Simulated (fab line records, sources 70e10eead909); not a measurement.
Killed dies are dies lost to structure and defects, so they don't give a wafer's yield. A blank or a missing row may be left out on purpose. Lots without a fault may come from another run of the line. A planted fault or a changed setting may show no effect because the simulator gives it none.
Which tool did it? | flow nand_harc | 12 lots, 36 wafers sampled, at 6 steps of a route of 1302

WHAT THE GAUGES READ, wafer by wafer
NHARC_P_GATE_CD_MEAS_46: target cd 720 nm.
lot  | measured     | on        | cd_nm (nm)
L594 | day 6 02:37  | cd_sem-01 | 720.9 721.0 720.8
L595 | day 6 04:30  | cd_sem-02 | 717.8 717.9 719.8
L596 | day 7 02:50  | cd_sem-01 | 718.2 717.1 718.7
L600 | day 8 13:22  | cd_sem-02 | 680.1 683.8 682.7
L608 | day 11 17:10 | cd_sem-03 | 716.9 720.0 717.5
L609 | day 12 04:36 | cd_sem-03 | 720.4 717.8 719.6
L610 | day 12 16:42 | cd_sem-01 | 721.1 721.2 722.1
L611 | day 12 21:35 | cd_sem-02 | 718.1 719.6 718.8
L612 | day 13 08:30 | cd_sem-02 | 722.0 720.0 719.2
L614 | day 14 08:02 | cd_sem-02 | 720.2 718.0 722.7
L615 | day 14 15:58 | cd_sem-03 | 716.0 717.8 716.9
L616 | day 15 00:49 | cd_sem-02 | 717.0 719.0 716.6

NHARC_END_SORT_01.
lot  | measured     | on        | killed_at_array | killed_at_other | killed_at_periphery | killed_dies | killed_open | killed_short
L600 | day 28 01:36 | prober-01 | 38              | 1               | 5                   | 44          | 4           | 3

WHICH TOOL RAN EACH LOT (tool, then ch and the chambers of the sampled wafers, then the start)
lot  | NHARC_P_STI_ETCH_42                | NHARC_P_GATE_HM_DEP_102       | NHARC_P_GATE_EXPOSE_43            | NHARC_P_GATE_STRIP_112
L594 | rie_diel-08 ch 1,2,3, day 3 06:50  | acl_dep-03 ch 0, day 5 13:07  | krf_scanner-04 ch 0, day 6 02:28  | plasma_asher-01 ch 0,1, day 6 04:56
L595 | rie_diel-03 ch 1,2,3, day 3 14:58  | acl_dep-02 ch 0, day 5 15:33  | krf_scanner-01 ch 0, day 6 04:21  | plasma_asher-01 ch 0,1, day 6 06:53
L596 | rie_diel-12 ch 2,3, day 4 03:26    | acl_dep-01 ch 0, day 6 11:25  | krf_scanner-01 ch 0, day 7 02:41  | plasma_asher-01 ch 0, day 7 05:13
L600 | rie_diel-03 ch 2,3, day 5 20:41    | acl_dep-01 ch 0, day 8 00:05  | krf_scanner-02 ch 0, day 8 13:12  | plasma_asher-02 ch 0,1, day 8 15:41
L608 | rie_diel-03 ch 0,1,2, day 9 01:27  | acl_dep-03 ch 0, day 11 01:52 | krf_scanner-01 ch 0, day 11 17:01 | plasma_asher-02 ch 0,1, day 11 19:43
L609 | rie_diel-03 ch 1,2,3, day 9 10:37  | acl_dep-01 ch 0, day 11 15:34 | krf_scanner-04 ch 0, day 12 04:27 | plasma_asher-02 ch 0,1, day 12 07:02
L610 | rie_diel-12 ch 0,1,3, day 10 00:33 | acl_dep-01 ch 0, day 12 03:46 | krf_scanner-04 ch 0, day 12 16:33 | plasma_asher-02 ch 0,1, day 12 19:04
L611 | rie_diel-08 ch 0,3, day 10 07:00   | acl_dep-01 ch 0, day 12 08:31 | krf_scanner-01 ch 0, day 12 21:26 | plasma_asher-01 ch 0,1, day 12 23:58
L612 | rie_diel-08 ch 1,2,3, day 10 17:25 | acl_dep-01 ch 0, day 12 19:11 | krf_scanner-04 ch 0, day 13 08:20 | plasma_asher-02 ch 0,1, day 13 10:47
L614 | rie_diel-08 ch 0,1,3, day 11 14:48 | acl_dep-01 ch 0, day 13 18:40 | krf_scanner-02 ch 0, day 14 07:53 | plasma_asher-01 ch 0,1, day 14 10:20
L615 | rie_diel-12 ch 0,3, day 11 23:04   | acl_dep-02 ch 0, day 14 02:49 | krf_scanner-01 ch 0, day 14 15:49 | plasma_asher-01 ch 0,1, day 14 18:16
L616 | rie_diel-03 ch 1,2,3, day 12 09:23 | acl_dep-01 ch 0, day 14 11:23 | krf_scanner-02 ch 0, day 15 00:40 | plasma_asher-02 ch 0,1, day 15 03:00
- NHARC_P_STI_ETCH_42: etches the open film in N2/H2, target depth 80 nm, overetch 24 nm, time 61 s.
- NHARC_P_GATE_HM_DEP_102: deposits aC, target thk 120 nm.
- NHARC_P_GATE_EXPOSE_43: exposes mask P NSD, target cd 720 nm.
- NHARC_P_GATE_STRIP_112: strips in N2/H2, time 200 s.

WHAT THE TOOLS THEMSELVES READ (means of the sampled wafers that have a number; where no wafer has one, the mark that the record gives instead)
NHARC_P_STI_ETCH_42.
lot  | tool        | drypump_motor_current_A (A) | oes_product_au (a.u.) | rf_fwd_power_W (W) | rf_vpp_V (V) | showerhead_plenum_p_Torr (Torr) | throttle_valve_pct (%)
L594 | rie_diel-08 | 5.8                         | 0.995                 | 394.9              | 432.8        | 2.12                            | 14.171
L595 | rie_diel-03 | 5.8                         | 1.001                 | 394.4              | 432.8        | 2.09                            | 14.174
L596 | rie_diel-12 | 5.5                         | 0.997                 | 397.6              | 427.7        | 1.96                            | 14.168
L600 | rie_diel-03 | 5.8                         | 1.001                 | 394.0              | 430.0        | 2.02                            | 14.176
L608 | rie_diel-03 | 5.4                         | 0.988                 | 394.8              | 429.9        | 2.02                            | 14.169
L609 | rie_diel-03 | 5.8                         | 0.991                 | 395.3              | 431.9        | 2.08                            | 14.165
L610 | rie_diel-12 | 5.8                         | 0.994                 | 397.0              | 429.2        | 1.97                            | 14.173
L611 | rie_diel-08 | 6.0                         | 0.994                 | 396.9              | 430.5        | 2.06                            | 14.173
L612 | rie_diel-08 | 5.9                         | 0.998                 | 396.0              | 432.1        | 2.12                            | 14.166
L614 | rie_diel-08 | 6.3                         | 1.004                 | 394.9              | 431.4        | 2.08                            | 14.178
L615 | rie_diel-12 | 6.0                         | 1.006                 | 396.6              | 428.9        | 2.00                            | 14.170
L616 | rie_diel-03 | 5.8                         | 0.992                 | 394.1              | 431.5        | 2.08                            | 14.175

NHARC_P_GATE_HM_DEP_102.
lot  | tool       | throttle_valve_pct (%)
L594 | acl_dep-03 | 34.993
L595 | acl_dep-02 | 35.001
L596 | acl_dep-01 | 35.001
L600 | acl_dep-01 | 34.997
L608 | acl_dep-03 | 35.006
L609 | acl_dep-01 | 34.997
L610 | acl_dep-01 | 35.006
L611 | acl_dep-01 | 34.998
L612 | acl_dep-01 | 34.996
L614 | acl_dep-01 | 34.998
L615 | acl_dep-02 | 35.005
L616 | acl_dep-01 | 35.000

NHARC_P_GATE_STRIP_112.
lot  | tool            | drypump_motor_current_A (A) | heater_power_w (W)
L594 | plasma_asher-01 | 5.9                         | 82
L595 | plasma_asher-01 | 5.8                         | 80
L596 | plasma_asher-01 | 5.2                         | 86
L600 | plasma_asher-02 | 5.9                         | 89
L608 | plasma_asher-02 | 5.9                         | 90
L609 | plasma_asher-02 | 6.1                         | 89
L610 | plasma_asher-02 | 6.0                         | 91
L611 | plasma_asher-01 | 5.9                         | 76
L612 | plasma_asher-02 | 6.0                         | 88
L614 | plasma_asher-01 | 5.9                         | 77
L615 | plasma_asher-01 | 5.5                         | 80
L616 | plasma_asher-02 | 6.0                         | 88

THE ANSWER, worked out from the rows above alone
Rule: what is usual is taken from the lots themselves. Put in order of their means at a reading, lots are off if they are a third of the lots or fewer, leave a main group of 4 or more, and stand apart from it by a gap of 3 or more times the standard deviation of the main group's means; of several such gaps the widest counts. A main group whose means are all the same, to the digits that the tables above print for the reading, isn't used. A lot without any number at a reading at which 4 lots or more have one is off too. The other lots that the step has rows for count as sound. The gauges are gone through in route order, then the tools' own readings, and for those a lot's mean is taken as printed above. The first step at which some lot is off is used, and at that step the reading that is off furthest; a lot without a number counts as furthest.
Off: L600, at NHARC_P_GATE_CD_MEAS_46 (cd_nm). The main group: mean 719.1 nm, standard deviation 1.4.
A tool fits if, at a process step before that reading, it ran every lot that is off, and no sound lot after the first of them. The gauges at NHARC_P_GATE_CD_MEAS_46 are tried like those tools. None of those tried fits.

WHAT THE SIMULATOR HAD PUT IN
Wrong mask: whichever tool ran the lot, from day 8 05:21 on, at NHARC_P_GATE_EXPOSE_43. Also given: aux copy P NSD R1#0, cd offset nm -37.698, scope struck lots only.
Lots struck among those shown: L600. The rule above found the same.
